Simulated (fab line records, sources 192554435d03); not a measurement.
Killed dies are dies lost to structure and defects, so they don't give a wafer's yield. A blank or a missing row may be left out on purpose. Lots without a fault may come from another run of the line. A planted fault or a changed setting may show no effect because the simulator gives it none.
Which tool did it? | flow n5_finfet | 24 lots, 72 wafers sampled, at 3 steps of a route of 1938

WHAT THE GAUGES READ, wafer by wafer
N5_DUMMY_GATE_OVL_MEAS_16.
lot  | measured    | on         | GATE_OVL (nm)
L074 | day 2 20:17 | overlay-01 | 0.0 0.3 -0.2
L075 | day 3 02:31 | overlay-02 | -0.5 -0.1 0.7
L076 | day 3 10:09 | overlay-02 | 0.6 0.0 0.2
L077 | day 3 14:57 | overlay-02 | 1.0 0.2 -0.4
L078 | day 3 23:00 | overlay-01 | -0.1 0.1 0.7
L079 | day 4 03:25 | overlay-02 | 0.1 -0.9 -0.4
L080 | day 4 10:26 | overlay-02 | 0.4 -0.1 0.4
L081 | day 4 15:46 | overlay-02 | 1.2 0.5 -0.3
L082 | day 4 21:02 | overlay-01 | -0.7 0.4 0.3
L083 | day 5 05:37 | overlay-02 | -0.7 -0.1 0.8
L084 | day 5 10:24 | overlay-02 | -0.2 0.5 -1.1
L085 | day 5 19:44 | overlay-01 | -0.2 -0.3 -0.4
L086 | day 5 23:22 | overlay-02 | -0.2 0.4 -0.3
L087 | day 6 04:28 | overlay-01 | 0.6 0.1 0.6
L088 | day 6 11:14 | overlay-01 | -0.8 0.4 0.2
L089 | day 6 17:41 | overlay-02 | 0.3 -0.5 -1.4
L090 | day 7 01:38 | overlay-01 | 0.6 -0.2 -0.3
L091 | day 7 08:37 | overlay-01 | -1.4 -0.6 -1.3
L092 | day 7 09:28 | overlay-01 | -0.6 0.3 0.3
L093 | day 7 20:13 | overlay-02 | -0.1 0.9 -0.4
L094 | day 7 23:00 | overlay-01 | -0.2 0.5 0.3
L095 | day 8 04:32 | overlay-02 | 0.4 0.7 -1.0
L096 | day 8 09:26 | overlay-01 | 0.2 -0.2 -0.4
L097 | day 8 17:53 | overlay-01 | 0.5 1.1 0.8

N5_DUMMY_GATE_INSPECT_17: inspects for defects (brightfield).
lot  | measured    | on                | raw_defect_count
L074 | day 2 20:20 | defect_inspect-01 | 114 116 188
L075 | day 3 02:35 | defect_inspect-02 | 123 189 85
L076 | day 3 10:12 | defect_inspect-02 | 211 178 118
L077 | day 3 15:01 | defect_inspect-02 | 178 309 118
L078 | day 3 23:02 | defect_inspect-01 | 140 95 134
L079 | day 4 03:28 | defect_inspect-02 | 257 229 218
L080 | day 4 10:29 | defect_inspect-01 | 175 104 156
L081 | day 4 15:50 | defect_inspect-01 | 204 194 166
L082 | day 4 21:05 | defect_inspect-01 | 218 121 180
L083 | day 5 05:40 | defect_inspect-01 | 121 118 129
L084 | day 5 10:27 | defect_inspect-02 | 201 266 294
L085 | day 5 19:47 | defect_inspect-01 | 194 178 137
L086 | day 5 23:26 | defect_inspect-02 | 186 216 126
L087 | day 6 04:31 | defect_inspect-02 | 135 289 223
L088 | day 6 11:17 | defect_inspect-01 | 160 175 158
L089 | day 6 17:44 | defect_inspect-01 | 197 136 169
L090 | day 7 01:42 | defect_inspect-01 | 147 98 169
L091 | day 7 08:40 | defect_inspect-01 | 233 161 175
L092 | day 7 09:31 | defect_inspect-01 | 239 106 176
L093 | day 7 20:15 | defect_inspect-02 | 214 193 297
L094 | day 7 23:04 | defect_inspect-02 | 150 168 279
L095 | day 8 04:35 | defect_inspect-02 | 225 186 268
L096 | day 8 09:29 | defect_inspect-02 | 375 296 189
L097 | day 8 17:57 | defect_inspect-01 | 121 202 169

WHICH TOOL RAN EACH LOT (tool, then ch and the chambers of the sampled wafers, then the start)
lot  | N5_STI_FIN_REVEAL_OXIDATION_33
L074 | plasma_asher-01 ch 0,1, day 2 11:20
L075 | plasma_asher-01 ch 0,1, day 2 17:36
L076 | plasma_asher-02 ch 0,1, day 3 00:58
L077 | plasma_asher-02 ch 0,1, day 3 06:01
L078 | plasma_asher-01 ch 0,1, day 3 13:40
L079 | plasma_asher-02 ch 0,1, day 3 18:35
L080 | plasma_asher-01 ch 0,1, day 4 01:31
L081 | plasma_asher-02 ch 0,1, day 4 06:49
L082 | plasma_asher-01 ch 0, day 4 11:43
L083 | plasma_asher-02 ch 0,1, day 4 20:14
L084 | plasma_asher-02 ch 0,1, day 5 00:56
L085 | plasma_asher-02 ch 0,1, day 5 10:22
L086 | plasma_asher-01 ch 0,1, day 5 14:35
L087 | plasma_asher-01 ch 0,1, day 5 19:40
L088 | plasma_asher-02 ch 0,1, day 6 02:21
L089 | plasma_asher-02 ch 0,1, day 6 07:04
L090 | plasma_asher-01 ch 0,1, day 6 12:50
L091 | plasma_asher-02 ch 0, day 6 19:55
L092 | plasma_asher-02 ch 0,1, day 6 23:29
L093 | plasma_asher-01 ch 0,1, day 7 06:01
L094 | plasma_asher-01 ch 1, day 7 12:02
L095 | plasma_asher-01 ch 0,1, day 7 19:33
L096 | plasma_asher-02 ch 0,1, day 8 00:37
L097 | plasma_asher-01 ch 0,1, day 8 07:05
- N5_STI_FIN_REVEAL_OXIDATION_33: chemistry O2 PLASMA REMOTE, time 20 s.

WHAT THE TOOLS THEMSELVES READ (means of the sampled wafers that have a number; where no wafer has one, the mark that the record gives instead)
N5_STI_FIN_REVEAL_OXIDATION_33.
lot  | tool            | drypump_motor_current_A (A) | heater_power_w (W)
L074 | plasma_asher-01 | 5.7                         | 149
L075 | plasma_asher-01 | 5.3                         | 144
L076 | plasma_asher-02 | 5.3                         | 143
L077 | plasma_asher-02 | 5.2                         | 145
L078 | plasma_asher-01 | 5.6                         | 150
L079 | plasma_asher-02 | 5.5                         | 133
L080 | plasma_asher-01 | 5.3                         | 147
L081 | plasma_asher-02 | 5.5                         | 137
L082 | plasma_asher-01 | 5.0                         | 141
L083 | plasma_asher-02 | 5.5                         | 136
L084 | plasma_asher-02 | 5.5                         | 137
L085 | plasma_asher-02 | 5.5                         | 136
L086 | plasma_asher-01 | 5.3                         | 145
L087 | plasma_asher-01 | 5.3                         | 145
L088 | plasma_asher-02 | 5.5                         | 135
L089 | plasma_asher-02 | 5.2                         | 143
L090 | plasma_asher-01 | 5.3                         | 146
L091 | plasma_asher-02 | 5.7                         | 128
L092 | plasma_asher-02 | 5.2                         | 140
L093 | plasma_asher-01 | 5.7                         | 149
L094 | plasma_asher-01 | 6.0                         | 154
L095 | plasma_asher-01 | 5.3                         | 144
L096 | plasma_asher-02 | 5.3                         | 142
L097 | plasma_asher-01 | 5.6                         | 150

THE ANSWER, worked out from the rows above alone
Rule: what is usual is taken from the lots themselves. Put in order of their means at a reading, lots are off if they are a third of the lots or fewer, leave a main group of 4 or more, and stand apart from it by a gap of 3 or more times the standard deviation of the main group's means; of several such gaps the widest counts. A main group whose means are all the same, to the digits that the tables above print for the reading, isn't used. A lot without any number at a reading at which 4 lots or more have one is off too. The other lots that the step has rows for count as sound. The gauges are gone through in route order, then the tools' own readings, and for those a lot's mean is taken as printed above. The first step at which some lot is off is used, and at that step the reading that is off furthest; a lot without a number counts as furthest.
No lot is off at any reading shown: from this, nothing can be told.

WHAT THE SIMULATOR HAD PUT IN
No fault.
